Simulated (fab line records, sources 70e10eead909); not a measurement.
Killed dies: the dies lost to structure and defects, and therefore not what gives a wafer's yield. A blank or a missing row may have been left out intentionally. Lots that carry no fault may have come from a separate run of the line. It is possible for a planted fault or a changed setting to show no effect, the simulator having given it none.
Problem report, 8D (eight disciplines) form, completed by code / flow nandHarc / the parts of the form that need people (team, actions taken, sign-off) are left out

## 1. PROBLEM STATEMENT
rawDefectCount at NHARC_A_SIN_REMOVE_INSPECT_04 reads a mean of 1050 on 6 wafers of 2 lots; wafers without a fault read 394 with a standard deviation of 84. Relative to the usual mean, that is a shift of +7.8 standard deviations.
First observed at day 25 03:27: wafer L830.1, on defectInspect-01. The record has a number at this step for 33 wafers belonging to 11 lots. The rule behind "out" and "out of limits": a value lying over 4 standard deviations away from the usual mean. The other wafers with a number count as sound.

## 2. WHAT IT IS; WHAT IT IS NOT
question=which readings at this step | is=rawDefectCount | is not=-
question=which lots | is=L830, L832 | is not=L818, L819, L820, L821, L834, L838, L839, L840, L841
question=which wafers of those lots | is=all that have a number | is not=-
question=read on which gauges | is=defectInspect-01, defectInspect-02 | is not=-
question=when | is=from day 25 03:27 | is not=up to then (12 sound wafers); but 15 sound wafers of L834, L838, L839, L840, L841 came after

## 3. WHAT RULES OUT EACH SUSPECT
Counting: a tool stays on the suspect list if, at a process step up to the reading, it processed all lots that are out and no sound lot following the first of them.
- the gauge at NHARC_A_SIN_REMOVE_INSPECT_04: ruled out. 2 gauges (defectInspect-01, defectInspect-02) read the wafers that are out.
- harEtch-02 at NHARC_A_SLIT_ETCH_26 (etches the open film in C4F8/O2/Ar, time 90 s, target depth 400 nm): ruled out as a lasting fault. Following L830 (day 24 19:27), the first lot on it that is out, the sound lots L839 were run on it.
Left after counting: nothing in the record.

## 4. THE CAUSE (what the simulator had put in)
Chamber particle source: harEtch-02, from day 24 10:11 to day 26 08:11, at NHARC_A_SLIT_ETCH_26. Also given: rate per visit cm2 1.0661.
The count ruled it out by mistake, since the rule takes a fault to strike every lot its tool runs from the start of the fault on, and this one did not do so.

## 5. SEQUENCE OF EFFECTS, ordered by route
Each row: a reading where the mean over the struck wafers with a number is more than 3 standard deviations away from the usual. Only readings for which the record gives a usual standard deviation are gone through. hours: the time from each lot's start at the first step in this table that gives one to its start at this step, as a median over the lots. sigmas: the change in usual standard deviations.
hours=0; step=NHARC_A_SIN_REMOVE_INSPECT_04; reading=rawDefectCount; usual=394; on struck wafers=1050; change=+656; sigmas=+7.8
Later measuring or inspecting steps at which every struck wafer that the step has a row for has a number for every such reading, and none has moved that far: NHARC_END_SORT_01.

## 6. HOW IT WOULD HAVE BEEN CAUGHT EARLIER
17 hours passed between the start of the fault at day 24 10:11 and the first reading out of limits at a measuring or inspecting step in this record, taken at day 25 03:27.
Tool readings at NHARC_A_SLIT_ETCH_26 with a usual standard deviation given in the record: none out on any struck wafer, hence no alarm at a limit of 4 standard deviations on them.
